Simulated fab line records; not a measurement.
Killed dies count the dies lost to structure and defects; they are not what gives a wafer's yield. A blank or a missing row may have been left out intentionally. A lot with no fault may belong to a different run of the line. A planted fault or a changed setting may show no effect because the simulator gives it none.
Split-lot study -- flow n5 finfet -- route with 1938 steps; 7 lots, 21 wafers read

== SPLIT DETAILS ==
At N5_BEOL_M1_PECVD_72 (deposits SiO2 from TEOS/O2, target thk 16 nm, time 18 s), the setting time s was moved away from the recipe's 18 s on 8 of the 21 wafers read, by -11.3% to +12.1%. This setting was run at the recipe's value on the other wafers.

== FROM THE SPLIT TO THE READING: what the file shows between them, 3 steps ==
- N5_BEOL_M1_HM_DEP_02: deposits TiN, target thk 20 nm
- N5_BEOL_M1_COAT_61: time 60 s, resist thk 60 nm
- N5_BEOL_M1_STRIP_97: strips in N2/H2, time 10 s

== THE READING ==
SiO2_of_BEOL_M1_PECVD_72.thk nm (the simulator's own value, which no gauge read), in nm, at N5_BEOL_M1_HM_STRIP_39 (strips TiN in peroxide tin strip, target depth 25 nm, time 158 s). There is no usual value for it anywhere in the file. The 13 wafers here that ran the recipe average 15.9 nm, standard deviation 0.24 nm.

wafer,"tool, chamber at the split","time s as run, s",against the recipe,"SiO2_of_BEOL_M1_PECVD_72.thk nm, nm",against lot-mates on the recipe
L080.2,"pecvd-04, 1",18,recipe,16.2,-
L080.3,"pecvd-04, 0",20.18,+12.1%,17.8,+1.6
L080.6,"pecvd-04, 1",20.18,+12.1%,18.2,+2.0
L084.1,"pecvd-02, 2",15.96,-11.3%,13.8,-2.4
L084.4,"pecvd-02, 1",18,recipe,16.2,-
L084.5,"pecvd-02, 0",15.96,-11.3%,14.4,-1.8
L086.2,"pecvd-02, 1",18,recipe,16,-
L086.3,"pecvd-02, 2",18,recipe,15.4,-
L086.5,"pecvd-02, 2",19.6,+8.9%,17,+1.3
L087.4,"pecvd-04, 0",18,recipe,16,-
L087.6,"pecvd-04, 1,2",18,recipe,16,-
L087.5,"pecvd-04, 1,2",18,recipe,16.2,-
L088.1,"pecvd-04, 0",18,recipe,15.6,-
L088.4,"pecvd-04, 1",17.03,-5.4%,15.2,-0.6
L088.5,"pecvd-04, 2",18,recipe,16,-
L091.1,"pecvd-01, 1",18,recipe,15.8,-
L091.3,"pecvd-01, 1",18,recipe,16,-
L091.6,"pecvd-01, 0",18,recipe,15.6,-
L096.1,"pecvd-02, 1,2",17.13,-4.8%,15,-1.0
L096.5,"pecvd-02, 1",18,recipe,16,-
L096.6,"pecvd-02, 1,2",17.13,-4.8%,14.8,-1.2
The file does not say which wafer passed through which chamber wherever a row lists several chambers: such a row stands for several wafers.

FIT RESULTS
A straight line over all 21 wafers: SiO2_of_BEOL_M1_PECVD_72.thk nm changes by +0.163 nm for each +1% of time s; r = +0.97; the points scatter about the line by 0.26 nm.
The same after taking each lot's own level away (the mean of its wafers on the recipe; 21 wafers): +0.165 nm for each +1%; r = +0.97; scatter 0.23 nm.
On that fit, the largest move of time s shifts the reading by 2 nm.
The lots' own levels span 15.70 to 16.20 nm, that is 2.1 times the standard deviation above.
So the lot-to-lot level changes the slope little: the two slopes agree.
Check: for one of the wafers moved furthest among these (+12.1%), held out of the fit, the line's prediction against its lot-mates is +2.05 nm. It came out at +1.6 nm against them.

== OTHER SPLITS ON THESE WAFERS ==
These wafers also went through other splits before the reading. Each is held against what the fit with the lots' levels taken away leaves over:
other split on the same wafers,wafers away from the commonest value,r with SiO2_of_BEOL_M1_PECVD_72.thk nm (lot level and that fit taken away)
N5_SD_EPI_P_EPI_21 time s,7,+0.13
N5_HKMG_FIN_DEVELOP_48 develop time s,10,+0.14
N5_GATE_CUT_ALD_22 ald cycles,6,-0.24
N5_MOL_CONTACT_COAG_ALD_27 ald cycles,8,+0.24
N5_MOL_CONTACT_COAG_ALD_133 ald cycles,8,+0.18
N5_MOL_CONTACT_COAG_ETCH_67 source w,8,+0.20
N5_BEOL_M0_ETCH_138 source w,5,+0.26

== THE WHOLE CHAIN: every reading that the file lists as answering this split, in the file's order ==
step,what it does,reading,change (the file's fit),r (the file's)
N5_BEOL_M1_PECVD_72,"deposits SiO2 from TEOS/O2, target thk 16 nm, time 18 s","SiO2_of_BEOL_M1_PECVD_72.thk nm (the simulator's own value, which no gauge read)",+0.166 nm for each +1% of the setting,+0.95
N5_BEOL_M1_HM_STRIP_39,"strips TiN in peroxide tin strip, target depth 25 nm, time 158 s","SiO2_of_BEOL_M1_PECVD_72.thk nm (the simulator's own value, which no gauge read)",+0.162 nm for each +1% of the setting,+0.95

== FILE'S OWN FIT ==
SiO2_of_BEOL_M1_PECVD_72.thk nm changes by +0.162 nm for each +1% of time s, r = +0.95.
